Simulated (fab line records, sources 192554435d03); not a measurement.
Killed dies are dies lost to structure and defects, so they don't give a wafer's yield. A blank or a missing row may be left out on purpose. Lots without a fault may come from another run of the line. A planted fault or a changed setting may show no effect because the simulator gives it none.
Split-lot experiment | flow n5_finfet | 7 lots, 21 wafers read, on a route of 1938 steps

THE SPLIT
At N5_BEOL_M2_COAT_05 (resist thk 30 nm), the setting spin_rpm was moved away from the recipe's 1500 rpm on 8 of the 21 wafers read, by -3.5% to +11.2%. The other wafers ran this setting at the recipe's value.

FROM THE SPLIT TO THE READING: what the file shows between them, 4 steps
- N5_BEOL_M2_EBR_07
- N5_BEOL_M2_SOFTBAKE_06: time 60 s
- N5_BEOL_M2_EXPOSE_08: exposes mask M2
- N5_BEOL_M2_PEB_09: peb time 60 s

THE READING
CAR-EUV_of_BEOL_M2_COAT_05.thk_nm (the simulator's own value, which no gauge read), in nm, at N5_BEOL_M2_DEVELOP_10 (develop time 30 s). The file gives no usual value for it. The 13 wafers here that ran the recipe average 29.6 nm, standard deviation 0.072 nm.

wafer  | tool, chamber at the split | spin_rpm as run, rpm | against the recipe | CAR-EUV_of_BEOL_M2_COAT_05.thk_nm, nm | against lot-mates on the recipe
L075.1 | litho_track-04, 0          | 1543                 | +2.9%              | 29.2                                  | -0.4
L075.6 | litho_track-04, 0          | 1543                 | +2.9%              | 29.2                                  | -0.4
L075.3 | litho_track-04, 0          | 1500                 | recipe             | 29.6                                  | -
L076.1 | litho_track-05, 0          | 1500                 | recipe             | 29.6                                  | -
L076.2 | litho_track-05, 0          | 1500                 | recipe             | 29.6                                  | -
L076.6 | litho_track-05, 0          | 1500                 | recipe             | 29.6                                  | -
L085.4 | litho_track-05, 0          | 1500                 | recipe             | 29.6                                  | -
L085.5 | litho_track-05, 0          | 1447                 | -3.5%              | 30.2                                  | +0.6
L085.6 | litho_track-05, 0          | 1447                 | -3.5%              | 30.2                                  | +0.6
L091.4 | litho_track-01, 0          | 1668                 | +11.2%             | 28                                    | -1.5
L091.5 | litho_track-01, 0          | 1500                 | recipe             | 29.4                                  | -
L091.6 | litho_track-01, 0          | 1500                 | recipe             | 29.6                                  | -
L094.1 | litho_track-04, 0          | 1500                 | recipe             | 29.4                                  | -
L094.2 | litho_track-04, 0          | 1661                 | +10.7%             | 28                                    | -1.5
L094.3 | litho_track-04, 0          | 1500                 | recipe             | 29.6                                  | -
L095.2 | litho_track-05, 0          | 1565                 | +4.3%              | 29                                    | -0.6
L095.6 | litho_track-05, 0          | 1565                 | +4.3%              | 29                                    | -0.6
L095.3 | litho_track-05, 0          | 1500                 | recipe             | 29.6                                  | -
L097.1 | litho_track-01, 0          | 1500                 | recipe             | 29.6                                  | -
L097.3 | litho_track-01, 0          | 1500                 | recipe             | 29.6                                  | -
L097.4 | litho_track-01, 0          | 1500                 | recipe             | 29.6                                  | -

THE FIT
A straight line over all 21 wafers: CAR-EUV_of_BEOL_M2_COAT_05.thk_nm changes by -0.146 nm for each +1% of spin_rpm; r = -0.99; the points scatter about the line by 0.072 nm.
The same after taking each lot's own level away (the mean of its wafers on the recipe; 21 wafers): -0.141 nm for each +1%; r = -0.99; scatter 0.057 nm.
On that fit, the largest move of spin_rpm shifts the reading by 1.6 nm.
The lots' own levels span 29.50 to 29.60 nm, that is 1.4 times the standard deviation above.
So the lot-to-lot level changes the slope little: the two slopes agree.
Check: with one of the wafers moved furthest among these (+11.2%) left out of the fit, the line predicts -1.61 nm for it against its lot-mates. It came out at -1.5 nm against them.

OTHER SPLITS ON THESE WAFERS
These wafers also went through other splits before the reading. Each is held against what the fit with the lots' levels taken away leaves over:
other split on the same wafers   | wafers away from the commonest value | r with CAR-EUV_of_BEOL_M2_COAT_05.thk_nm (lot level and that fit taken away)
N5_BEOL_M0_SAQP_PECVD_97 time_s  | 4                                    | -0.08
N5_BEOL_M0_SAQP_COAT_72 spin_rpm | 8                                    | +0.13
N5_BEOL_M1_COAT_61 spin_rpm      | 7                                    | +0.48
N5_BEOL_M1_COAT_73 temp_c        | 9                                    | -0.14
N5_BEOL_M1_TRENCH_ETCH_37 time_s | 8                                    | +0.25

THE WHOLE CHAIN: every reading that the file lists as answering this split, in the file's order
step                  | what it does      | reading                                                                            | change (the file's fit)               | r (the file's)
N5_BEOL_M2_COAT_05    | resist thk 30 nm  | CAR-EUV_of_BEOL_M2_COAT_05.thk_nm (the simulator's own value, which no gauge read) | -0.132 nm for each +1% of the setting | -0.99
N5_BEOL_M2_DEVELOP_10 | develop time 30 s | CAR-EUV_of_BEOL_M2_COAT_05.thk_nm (the simulator's own value, which no gauge read) | -0.138 nm for each +1% of the setting | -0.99

THE FILE'S OWN FIT
CAR-EUV_of_BEOL_M2_COAT_05.thk_nm changes by -0.138 nm for each +1% of spin_rpm, r = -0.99.
